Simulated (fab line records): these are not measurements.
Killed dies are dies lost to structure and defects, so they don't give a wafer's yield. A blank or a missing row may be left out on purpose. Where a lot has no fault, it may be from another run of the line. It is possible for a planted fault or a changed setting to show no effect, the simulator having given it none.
Matching of chambers / flow n5_finfet / N5_BEOL_M2_PECVD_72 on pecvd-01: 3 sister chambers
The step deposits SiO2 from TEOS/O2, target thk 16 nm, time 18 s. 3 wafers are shown with their chamber, then 7 later ones without.

WAFERS, EACH WITH ITS CHAMBER
wafer=L626.3; chamber=0; throttle_valve_pct (%)=25.1
wafer=L628.2; chamber=1; throttle_valve_pct (%)=22.6
wafer=L628.5; chamber=2; throttle_valve_pct (%)=23.1

WAFERS WITHOUT THEIR CHAMBER
wafer=L628.6; throttle_valve_pct (%)=22.7
wafer=L627.3; throttle_valve_pct (%)=22.7
wafer=L627.4; throttle_valve_pct (%)=22.7
wafer=L627.6; throttle_valve_pct (%)=25.0
wafer=L629.1; throttle_valve_pct (%)=25.2
wafer=L629.2; throttle_valve_pct (%)=22.7
wafer=L629.3; throttle_valve_pct (%)=23.0

EACH ONE'S CHAMBER
wafer=L628.6; from the rows above=1; in truth=1
wafer=L627.3; from the rows above=1; in truth=1
wafer=L627.4; from the rows above=1; in truth=1
wafer=L627.6; from the rows above=0; in truth=0
wafer=L629.1; from the rows above=0; in truth=0
wafer=L629.2; from the rows above=1; in truth=1
wafer=L629.3; from the rows above=2; in truth=2
Placed correctly: 7 of 7. Not placeable from these rows: 0. 0 placed wrongly.
How it was worked out, from the rows above alone: a wafer's distance from a chamber is the root of the sum, over the readings, of the square of ((its reading less the chamber's mean) divided by the reading's scatter). The wafer belongs to the nearest chamber; if the next one is less than 2 further off, it can't be placed. The mean given for a chamber averages the wafers shown for that chamber. The scatter: root of mean squared gap, hidden wafer to nearest shown wafer, with one shown wafer a chamber.
